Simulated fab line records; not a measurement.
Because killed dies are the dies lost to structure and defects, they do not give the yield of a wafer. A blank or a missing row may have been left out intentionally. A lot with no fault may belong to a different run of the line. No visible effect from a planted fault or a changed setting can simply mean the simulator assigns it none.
Matching of chambers -- flow nand_harc -- pecvd-01 running NHARC_A_STAIRCASE_DEP_280: 3 sister chambers
The step deposits SiON, target thk 30 nm. 14 wafers are shown with their chamber, then 7 later ones without.

WAFERS WITH THEIR CHAMBER
wafer,chamber,showerhead_vpp_V (V),heater_power_w (W),susceptor_temp_C (C)
L074.2,1,1140,810,399.92
L074.3,2,1133,804,399.71
L074.6,2,1127,802,399.94
L079.1,0,1182,718,400.23
L079.4,0,1180,708,400.09
L079.6,1,1134,741,399.97
L078.1,1,1127,714,399.61
L078.3,0,1193,724,400.08
L078.5,0,1190,726,399.70
L082.1,1,1142,706,400.05
L082.3,2,1111,839,400.17
L082.6,1,1123,713,399.99
L090.1,2,1137,794,400.09
L090.4,2,1138,822,400.01

SIGNATURES (averages over the wafers above)
reading,chamber 0,chamber 1,chamber 2,scatter within a chamber
showerhead_vpp_V,1186.25,1133.20,1129.20,8.91
heater_power_w,719.00,736.80,812.20,28.5
susceptor_temp_C,400.0250,399.9080,399.9840,0.19
Rule: distance of a wafer from a chamber = root of the sum over the readings of ((wafer's reading minus chamber's mean) / reading's scatter) squared. The wafer belongs to the nearest chamber; if the next one is less than 2 further off, it can't be placed. The scatter: take each reading less its chamber's mean, square it, sum over the shown wafers, divide by the number of wafers less the number of chambers, and take the root.

WAFERS MISSING THEIR CHAMBER
wafer,showerhead_vpp_V (V),heater_power_w (W),susceptor_temp_C (C)
L090.5,1155,814,399.87
L097.1,1124,678,399.80
L097.2,1134,852,400.11
L097.3,1172,748,400.00
L096.1,1138,755,400.03
L096.3,1121,704,399.85
L096.6,1131,709,399.85

CHAMBER TAKEN BY EACH
wafer,from the rows above,in truth
L090.5,can't be placed: 2 or 1 or 0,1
L097.1,1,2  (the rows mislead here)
L097.2,2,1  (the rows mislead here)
L097.3,0,0
L096.1,can't be placed: 1 or 2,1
L096.3,1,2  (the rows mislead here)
L096.6,1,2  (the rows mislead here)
Placed correctly: 1 of 7. Cannot be placed on the basis of these rows: 2; the candidates contain the true chamber in 2. 4 placed wrongly.
